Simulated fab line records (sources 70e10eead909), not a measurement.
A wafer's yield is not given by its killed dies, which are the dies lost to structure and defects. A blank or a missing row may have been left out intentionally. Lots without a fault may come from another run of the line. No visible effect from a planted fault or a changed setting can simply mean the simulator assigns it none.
fab line records    flow nandHarc
record: lots: 14  wafers: 42  lastDay: 34
route steps=1302 shown A_CONTACT@1084 A_BLC@1117 A_M0@1137
lots with no fault: from the same line, run without faults
startH: start of the lot's first displayed wafer, in hours after the record's first day    waitH: how many hours have passed since the lot's step before this one    " the same as in the row above    L1.1+2: several wafers, shown together as one row    - no value, or no start given    * or withheld: withheld    < > ~ a bound
route shown NAME@n: NAME is a module with steps in the file, n the number in the route of the first one    usual: average and standard deviation across the fault-free wafers    same: alike in all rows    chamber/n: place in a boat    sites: each site's reading    _std_site: their standard deviation    _edge_site: the outer-site mean with the inner-site mean subtracted    radiusMm: how far each site lies from the wafer's centre    mask NAME#n: copy n    behind: the most recent tool/chamber to have shaped the wafer    hold: reason for holding the lot/hours on hold/outcome of the hold    device: which transistor (n, p or np) failed to switch    end of line: the same wafers' tests at the end of the route    a step given without rows: its recipe and nothing more    killed: count of dies lost to structure and defects at first sort (not the wafer's yield)    map: shows each die of a wafer: x if killed, . if not, _ if none is there
set.NAME: the setting that was run; set.NAME@STEP: the one run at that earlier step    model.NAME: the simulator's own value behind a step, which no gauge read
route steps across a sampled set of lots; one table per step, one row per wafer
services: the hour from which a tool's chamber was out of use, counted from the record's first day as startH (under 0 if before that day), plus the number of hours and why
== steps ==
step: NHARC_A_CONTACT_ETCH_30
recipe: targetDepthA: 726  timeS: 36.3  cf4FlowSccm: 100  chf3FlowSccm: 30  arFlowSccm: 0  rfW: 500  biasW: 200  chemistry: CF4/CHF3
usual: biasW: 200.0/0.61  drypumpMotorCurrentA: 5.8/0.34  oesProductAu: 0.932/0.018  rfVppV: 369.6/1.5  showerheadPlenumPTorr: 1.54/0.041  throttleValvePct: 16.803/0.0086
lot.wafer  tool        chamber  startH  waitH  biasW  drypumpMotorCurrentA  oesProductAu  rfHoursCounterH  rfVppV  showerheadPlenumPTorr  throttleValvePct
L884.3     rieDiel-08  3        -       -      200.6  6.2                   0.935         28               367.5   1.52                   16.801
L884.6     "           0        "       "      200.3  5.9                   0.943         -                368.6   1.53                   16.814
L884.5     "           3        "       "      200.5  6.1                   0.928         -                368.2   1.52                   16.794
L886.1     rieDiel-08  0        -       -      199.7  5.9                   0.951         29               368.8   1.53                   16.808
L886.3     "           2        "       "      200.2  6.0                   0.918         26               371.1   1.54                   16.811
L886.2     "           3        "       "      199.7  6.1                   0.939         29               367.4   1.52                   16.798
L888.2     rieDiel-08  0        -       -      199.3  5.9                   0.944         2                368.4   1.53                   16.806
L888.5     "           0        "       "      200.5  5.8                   0.949         -                367.8   1.53                   16.799
L888.6     "           2        "       "      200.3  6.0                   0.944         -                370.6   1.54                   16.797
L889.3     rieDiel-08  0        -       -      199.7  5.9                   0.957         7                369.9   1.53                   16.807
L889.4     "           2        "       "      199.0  6.0                   0.977         6                369.2   1.54                   16.784
L889.5     "           3        "       "      200.5  6.1                   0.969         -                368.5   1.52                   16.799
L890.3     rieDiel-08  0        -       -      199.6  5.9                   0.924         13               369.6   1.53                   16.800
L890.1     "           1        "       "      199.5  5.8                   0.925         8                369.0   1.53                   16.796
L890.5     "           0        "       "      199.4  5.9                   0.914         -                368.9   1.53                   16.803
L892.2     rieDiel-08  1        -       -      201.0  5.8                   0.918         11               369.8   1.53                   16.796
L892.3     "           2        "       "      198.3  6.0                   0.925         16               369.5   1.54                   16.799
L892.4     "           0        "       "      201.4  5.9                   0.917         15               370.5   1.53                   16.810
L895.2     rieDiel-08  3        -       -      199.7  6.2                   0.932         19               368.3   1.51                   16.803
L895.1     "           1        "       "      200.0  5.9                   0.918         15               368.9   1.53                   16.800
L895.5     "           2        "       "      199.3  6.0                   0.922         -                368.6   1.54                   16.805
L900.1     rieDiel-02  3        -       -      200.5  5.2                   0.920         43               368.2   1.51                   16.810
L900.2     "           0        "       "      199.5  5.2                   0.916         42               370.4   1.56                   16.795
L900.3     "           1        "       "      199.8  6.2                   0.918         41               371.6   1.66                   16.807
L899.1     rieDiel-08  3        -       -      200.4  6.2                   0.934         27               367.9   1.51                   16.795
L899.2     "           0        "       "      200.5  5.9                   0.941         27               369.6   1.52                   16.813
L899.6     "           2        "       "      201.3  6.0                   0.928         -                369.2   1.54                   16.799
L903.2     rieDiel-08  2        -       -      200.5  6.0                   0.929         31               371.1   1.54                   16.798
L903.3     "           3        "       "      199.4  6.1                   0.925         31               367.2   1.51                   16.830
L903.5     "           3        "       "      199.1  6.2                   0.920         -                368.6   1.51                   16.802
L902.2     rieDiel-02  0        -       -      199.6  5.2                   0.919         54               370.4   1.56                   16.810
L902.3     "           1        "       "      200.3  6.2                   0.917         55               373.3   1.66                   16.798
L902.4     "           2        "       "      200.2  5.0                   0.919         -                371.1   1.54                   16.789
L905.2     rieDiel-03  0        -       -      199.9  6.1                   0.916         24               370.8   1.56                   16.803
L905.4     "           2        "       "      200.6  5.5                   0.917         35               369.3   1.55                   16.805
L905.5     "           1        "       "      199.5  5.8                   0.926         -                375.5   1.68                   16.799
L904.1     rieDiel-08  0        -       -      200.1  5.9                   0.988         0                370.5   1.52                   16.803
L904.3     "           1        "       "      199.1  5.9                   0.968         0                369.3   1.52                   16.801
L904.6     "           3        "       "      199.8  6.1                   0.981         -                369.6   1.51                   16.791
L906.4     rieDiel-08  0        -       -      199.4  5.9                   0.922         3                368.2   1.52                   16.801
L906.3     "           1        "       "      200.3  5.8                   0.917         5                368.4   1.52                   16.808
L906.1     "           2        "       "      200.1  6.0                   0.915         5                369.1   1.53                   16.797
step: NHARC_A_BLC_CD_MEAS_10
recipe: targetCdNm: 100  landingEnergyEv: 500
usual: cdNm: 100.2/0.61
lot.wafer  tool      chamber  startH  waitH  cdNm
L884.3     cdSem-01  0        537.26  -      100.3
L884.5     "         0        "       "      99.8
L884.6     "         0        "       "      100.1
L886.1     cdSem-01  0        544.41  -      99.8
L886.2     "         0        "       "      100.4
L886.3     "         0        "       "      100.8
L888.2     cdSem-02  0        572.72  -      100.7
L888.5     "         0        "       "      100.6
L888.6     "         0        "       "      100.4
L889.3     cdSem-02  0        595.19  -      100.2
L889.4     "         0        "       "      99.9
L889.5     "         0        "       "      99.2
L890.1     cdSem-01  0        614.26  -      99.9
L890.3     "         0        "       "      100.2
L890.5     "         0        "       "      99.4
L892.2     cdSem-02  0        620.83  -      101.1
L892.3     "         0        "       "      100.7
L892.4     "         0        "       "      100.8
L895.1     cdSem-02  0        637.20  -      99.9
L895.2     "         0        "       "      99.3
L895.5     "         0        "       "      99.4
L900.1     cdSem-02  0        690.43  -      101.0
L900.2     "         0        "       "      100.5
L900.3     "         0        "       "      100.6
L899.1     cdSem-02  0        692.49  -      99.7
L899.2     "         0        "       "      99.8
L899.6     "         0        "       "      99.0
L903.2     cdSem-01  0        723.14  -      100.2
L903.3     "         0        "       "      100.3
L903.5     "         0        "       "      100.5
L902.2     cdSem-03  0        733.08  -      99.4
L902.3     "         0        "       "      99.5
L902.4     "         0        "       "      100.2
L905.2     cdSem-02  0        736.40  -      100.4
L905.4     "         0        "       "      99.4
L905.5     "         0        "       "      101.2
L904.1     cdSem-01  0        738.97  -      100.2
L904.3     "         0        "       "      99.9
L904.6     "         0        "       "      100.4
L906.1     cdSem-01  0        761.69  -      100.2
L906.3     "         0        "       "      99.9
L906.4     "         0        "       "      99.6
step: NHARC_A_M0_DEP_00
recipe: targetThkA: 1500  targetThkNm: 150  tempC: withheld  pressureTorr: 5  flowSccm: 200  rfW: 600  material: SiOC
usual: chamberPressureTorr: 5.000/0.011  rfFwdPowerW: 598.6/2
lot.wafer  tool      chamber  startH  waitH  chamberPressureTorr  rfFwdPowerW
L884.3     pecvd-04  0        540.81  0.1    5.020                598.5
L884.5     "         1        "       "      4.991                596.5
L884.6     "         2        "       "      4.995                600.3
L886.3     pecvd-01  0        547.61  0.1    5.001                598.5
L886.1     "         1        "       "      5.002                599.2
L886.2     "         2        "       "      4.998                600.0
L888.2     pecvd-01  1        576.01  0.2    5.004                601.0
L888.5     "         0        "       "      4.978                597.9
L888.6     "         1        "       "      4.988                596.5
L889.3     pecvd-03  1        598.47  0.2    5.006                596.6
L889.4     "         2        "       "      4.997                596.4
L889.5     "         0        "       "      5.007                599.3
L890.3     pecvd-01  2        617.48  0.1    4.990                599.3
L890.1     "         0        "       "      4.992                598.5
L890.5     "         2        "       "      4.993                597.4
L892.2     pecvd-03  1        624.05  0.1    5.002                596.8
L892.3     "         2        "       "      5.004                601.4
L892.4     "         0        "       "      5.011                600.0
L895.1     pecvd-03  2        640.58  0.1    4.988                598.4
L895.2     "         1        "       "      4.997                598.4
L895.5     "         2        "       "      4.996                603.1
L900.2     pecvd-03  1        693.63  0.1    -                    -
L900.3     "         2        "       "      -                    -
L900.1     "         0        "       "      -                    -
L899.2     pecvd-01  2        695.70  0.1    -                    -
L899.1     "         1        "       "      -                    -
L899.6     "         1        "       "      -                    -
L903.2     pecvd-03  1        726.77  0.1    5.012                595.7
L903.3     "         2        "       "      4.986                598.7
L903.5     "         0        "       "      5.008                597.6
L902.3     pecvd-01  0        736.78  0.1    4.994                602.7
L902.2     "         1        "       "      5.010                599.4
L902.4     "         1        "       "      4.995                598.6
L905.2     pecvd-01  0        740.21  0.2    5.003                599.5
L905.4     "         1        "       "      4.992                595.1
L905.5     "         0        "       "      4.995                601.0
L904.3     pecvd-04  2        742.16  0.1    5.011                597.8
L904.1     "         1        "       "      5.016                594.5
L904.6     "         2        "       "      5.023                597.5
L906.1     pecvd-03  1        764.94  0.1    5.013                597.3
L906.3     "         2        "       "      4.995                600.4
L906.4     "         0        "       "      5.001                597.8
step: NHARC_A_M0_STRIP_18
recipe: powerW: 1000  n2FlowSccm: 150  h2FlowSccm: 150  arFlowSccm: 0  biasW: 0  chemistry: N2/H2
usual: drypumpMotorCurrentA: 5.6/0.5  oesProductAu: 0.999/0.0092  rfVppV: 90.5/0.93  showerheadPlenumPTorr: 2.01/0.089  throttleValvePct: 14.170/0.009
same: biasW: 0
lot.wafer  tool        chamber  startH  waitH  drypumpMotorCurrentA  oesProductAu  rfHoursCounterH  rfVppV  showerheadPlenumPTorr  throttleValvePct
L884.3     rieDiel-04  0        542.17  0.1    5.4                   1.008         0                92.0    2.01                   14.179
L884.5     "           1        "       "      5.3                   0.988         -                90.2    1.98                   14.186
L884.6     "           2        "       "      6.6                   1.000         -                90.7    1.90                   14.165
L886.3     rieDiel-09  3        548.87  0.1    4.9                   1.012         3                92.0    2.00                   14.168
L886.2     "           0        "       "      5.7                   0.995         3                90.5    2.02                   14.158
L886.1     "           1        "       "      6.3                   0.979         3                93.1    2.17                   14.174
L888.2     rieDiel-13  2        577.41  0.1    5.7                   0.999         7                90.0    1.94                   14.169
L888.6     "           0        "       "      5.4                   0.986         -                90.1    1.92                   14.166
L888.5     "           1        "       "      5.1                   0.995         -                90.0    1.94                   14.172
L889.3     rieDiel-09  1        599.66  0.1    6.3                   0.984         4                90.1    2.17                   14.158
L889.4     "           3        "       "      4.9                   1.006         5                90.1    2.00                   14.158
L889.5     "           1        "       "      6.3                   0.982         -                90.6    2.17                   14.150
L890.3     rieDiel-13  1        618.93  0.1    5.0                   1.011         8                90.3    1.94                   14.188
L890.1     "           2        "       "      5.7                   0.997         8                90.6    1.94                   14.160
L890.5     "           0        "       "      5.4                   1.011         -                89.8    1.92                   14.172
L892.2     rieDiel-13  3        625.39  0.1    5.8                   1.000         9                90.0    1.94                   14.158
L892.3     "           0        "       "      5.4                   0.994         6                89.3    1.92                   14.158
L892.4     "           1        "       "      5.1                   0.992         8                90.6    1.94                   14.165
L895.2     rieDiel-09  1        641.98  0.1    6.3                   0.985         6                91.5    2.17                   14.180
L895.1     "           0        "       "      5.7                   0.991         8                89.6    2.02                   14.182
L895.5     "           1        "       "      6.3                   0.985         -                90.7    2.17                   14.171
L900.2     rieDiel-04  2        694.90  0.1    6.6                   1.000         7                89.9    1.89                   14.174
L900.3     "           0        "       "      5.5                   1.012         7                90.2    2.01                   14.145
L900.1     "           1        "       "      5.3                   0.993         7                91.6    1.98                   14.164
L899.1     rieDiel-04  3        697.12  0.1    5.1                   1.002         7                91.3    2.11                   14.184
L899.2     "           1        "       "      5.3                   0.983         7                88.4    1.98                   14.171
L899.6     "           3        "       "      5.1                   1.007         -                91.5    2.11                   14.161
L903.2     rieDiel-09  0        728.21  0.1    5.7                   1.002         2                91.2    2.01                   14.178
L903.3     "           1        "       "      6.3                   0.991         2                91.3    2.17                   14.176
L903.5     "           2        "       "      5.3                   0.995         -                91.4    2.13                   14.156
L902.2     rieDiel-04  1        738.17  0.1    5.3                   1.010         3                89.6    1.97                   14.156
L902.3     "           2        "       "      6.5                   1.003         2                90.3    1.89                   14.151
L902.4     "           0        "       "      5.4                   1.020         3                90.3    2.01                   14.187
L905.2     rieDiel-13  3        741.39  0.1    5.9                   0.996         2                90.2    1.94                   14.161
L905.4     "           0        "       "      5.4                   0.998         2                89.6    1.92                   14.184
L905.5     "           3        "       "      5.9                   0.994         -                91.7    1.94                   14.170
L904.1     rieDiel-09  3        743.48  0.1    4.9                   1.017         3                91.2    2.00                   14.173
L904.3     "           0        "       "      5.7                   1.001         3                90.8    2.01                   14.163
L904.6     "           2        "       "      5.3                   0.988         -                90.2    2.13                   14.179
L906.4     rieDiel-04  0        766.33  0.1    5.5                   1.011         3                90.2    2.01                   14.167
L906.1     "           1        "       "      5.3                   0.998         3                90.7    1.97                   14.173
L906.3     "           2        "       "      6.6                   1.005         3                88.5    1.89                   14.175
== services ==
tool        chamber  startH  hours  kind
rieDiel-08  1        515.47  58.7   repair
rieDiel-13  -        519.00  9.0    pm
rieDiel-04  -        531.90  9.0    pm
rieDiel-09  3        544.75  3.4    repair
rieDiel-08  -        544.80  9.0    pm
pecvd-03    -        547.18  13.0   pm
rieDiel-13  0        552.00  15.9   repair
rieDiel-09  1        570.75  21.0   repair
rieDiel-02  -        571.39  9.0    pm
rieDiel-08  0        590.40  1.3    repair
pecvd-04    -        595.57  1.0    repair
pecvd-03    -        599.55  1.0    repair
pecvd-03    -        614.07  0.6    repair
rieDiel-09  -        625.80  0.3    repair
pecvd-01    -        652.24  1.1    repair
rieDiel-09  3        657.87  2.5    repair
pecvd-01    -        673.14  13.0   pm
rieDiel-09  -        674.10  9.0    pm
rieDiel-04  -        688.02  0.9    repair
rieDiel-13  -        696.00  9.0    pm
rieDiel-04  -        708.90  9.0    pm
rieDiel-08  -        721.80  9.0    pm
pecvd-03    -        728.18  13.0   pm
pecvd-01    -        764.97  0.3    repair
== key ==
firstSign: step: NHARC_A_M0_DEP_00  reading: toolRecord  direction: missing
effect none on later readings
metAt NHARC_A_M0_DEP_00
struckLots L899,L900
laterRowsLeftOut L899.1,L899.2,L899.6,L900.1,L900.2,L900.3
sortLeftOut L899.1,L899.2,L899.6,L900.1,L900.2,L900.3
notActingAt NHARC_A_CONTACT_ETCH_30,NHARC_A_BLC_CD_MEAS_10,NHARC_A_M0_STRIP_18
onsetBetween 640.58 693.63
fault: kind: skippedStepWhole  tool: pecvd-01,pecvd-03  chamber: -  onsetH: 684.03  steps: NHARC_A_M0_DEP_00  scope: struckLotsOnly
sortLeftOut: the simulated sort isn't trusted on such a fault, so these wafers' sort isn't shown, and their yield isn't known
laterRowsLeftOut: the simulator's readings of these wafers behind a module that went badly wrong aren't trusted and aren't shown, but for the sort
